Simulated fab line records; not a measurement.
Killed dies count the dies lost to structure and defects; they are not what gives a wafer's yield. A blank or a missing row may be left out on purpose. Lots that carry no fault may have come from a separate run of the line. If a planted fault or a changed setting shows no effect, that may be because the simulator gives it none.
Matching of chambers | flow n5-finfet | N5_BEOL_M4_ETCH_63 on rie-diel-06 has 4 sister chambers
The step etches SiARC in CF4, target depth 15.6 nm, time 26 s. 20 wafers are shown with their chamber, then 10 later ones without.

WAFERS, EACH WITH ITS CHAMBER
wafer  | chamber | drypump-motor-current-A (A) | showerhead-plenum-p-Torr (Torr) | throttle-valve-pct (%)
L074.2 | 1       | 5.7                         | 2.22                            | 15.88
L074.5 | 1       | 5.7                         | 2.22                            | 15.91
L074.6 | 2       | 6.0                         | 2.06                            | 15.49
L076.2 | 2       | 5.9                         | 2.06                            | 15.49
L076.4 | 2       | 6.0                         | 2.06                            | 15.48
L076.6 | 1       | 5.7                         | 2.22                            | 15.89
L079.1 | 1       | 5.7                         | 2.22                            | 15.92
L079.4 | 0       | 6.8                         | 2.07                            | 15.38
L079.6 | 2       | 6.0                         | 2.05                            | 15.49
L078.1 | 1       | 5.7                         | 2.22                            | 15.93
L078.3 | 2       | 6.0                         | 2.05                            | 15.49
L078.6 | 1       | 5.7                         | 2.22                            | 15.93
L082.1 | 1       | 5.7                         | 2.22                            | 15.92
L082.4 | 2       | 5.9                         | 2.05                            | 15.52
L082.6 | 1       | 5.7                         | 2.22                            | 15.91
L084.3 | 3       | 4.9                         | 2.15                            | 15.67
L084.5 | 0       | 6.8                         | 2.07                            | 15.36
L084.6 | 1       | 5.7                         | 2.22                            | 15.92
L090.1 | 1       | 5.7                         | 2.21                            | 15.95
L090.3 | 2       | 5.9                         | 2.05                            | 15.55

SIGNATURES, as means of the wafers listed above
reading                  | chamber 0 | chamber 1 | chamber 2 | chamber 3 | scatter within a chamber
drypump-motor-current-A  | 6.800     | 5.700     | 5.957     | 4.900     | 0.0327
showerhead-plenum-p-Torr | 2.0700    | 2.2190    | 2.0543    | 2.1500    | 0.00404
throttle-valve-pct       | 15.3700   | 15.9160   | 15.5014   | 15.6700   | 0.0217
Rule: a wafer's distance from a chamber is the root of the sum, over the readings, of the square of ((its reading less the chamber's mean) divided by the reading's scatter). If the next closest chamber is less than 2 further off than the closest, the wafer can't be placed; otherwise it belongs to the closest. The scatter: take each reading less its chamber's mean, square it, sum over the shown wafers, divide by the number of wafers less the number of chambers, and take the root.

WAFERS WITH NO CHAMBER GIVEN
wafer  | drypump-motor-current-A (A) | showerhead-plenum-p-Torr (Torr) | throttle-valve-pct (%)
L090.6 | 4.9                         | 2.15                            | 15.70
L091.4 | 4.9                         | 2.15                            | 15.71
L091.5 | 6.0                         | 2.05                            | 15.54
L091.6 | 5.7                         | 2.21                            | 15.97
L094.2 | 6.8                         | 2.06                            | 15.43
L094.3 | 4.9                         | 2.15                            | 15.70
L094.4 | 6.0                         | 2.04                            | 15.54
L095.1 | 6.0                         | 2.04                            | 15.58
L095.3 | 5.7                         | 2.21                            | 15.97
L095.4 | 4.9                         | 2.15                            | 15.71

CHAMBER TAKEN BY EACH
wafer  | from the rows above | in truth
L090.6 | 3                   | 3
L091.4 | 3                   | 3
L091.5 | 2                   | 2
L091.6 | 1                   | 1
L094.2 | 0                   | 0
L094.3 | 3                   | 3
L094.4 | 2                   | 2
L095.1 | 2                   | 2
L095.3 | 1                   | 1
L095.4 | 3                   | 3
10 of 10 placed correctly. From these rows, 0 cannot be placed. 0 placed wrongly.
